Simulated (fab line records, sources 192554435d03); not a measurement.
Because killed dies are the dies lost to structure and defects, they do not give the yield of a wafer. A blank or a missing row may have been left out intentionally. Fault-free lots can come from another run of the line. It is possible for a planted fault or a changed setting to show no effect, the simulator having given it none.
Chamber matching | flow n5_finfet | N5_BEOL_M5_PRE_CLEAN_77 on cvd_co-01: 3 sister chambers
The step time 15 s. 3 wafers are shown with their chamber, then 7 later ones without.

== WAFERS WITH THEIR CHAMBER ==
wafer  | chamber | heater_power_w (W)
L587.6 | 0       | 66
L590.2 | 2       | 75
L590.3 | 1       | 89

== WAFERS WITHOUT THEIR CHAMBER ==
wafer  | heater_power_w (W)
L590.6 | 91
L591.3 | 93
L591.5 | 66
L591.6 | 91
L602.2 | 90
L602.3 | 91
L602.6 | 65

== WHICH CHAMBER EACH WENT THROUGH ==
wafer  | from the rows above | in truth
L590.6 | 1                   | 1
L591.3 | 1                   | 1
L591.5 | 0                   | 0
L591.6 | 1                   | 1
L602.2 | 1                   | 1
L602.3 | 1                   | 1
L602.6 | 0                   | 0
Correct placement for 7 of the 7. From these rows, 0 cannot be placed. Number placed wrongly: 0.
How it was worked out, from the rows above alone: a wafer's distance from a chamber is the root of the sum, over the readings, of the square of ((its reading less the chamber's mean) divided by the reading's scatter). The wafer belongs to the nearest chamber; if the next one is less than 2 further off, it can't be placed. Each chamber's mean is taken over the wafers shown for it. The scatter: with one shown wafer a chamber, the root of the mean of the squares of how far each hidden wafer lies from its nearest shown one.
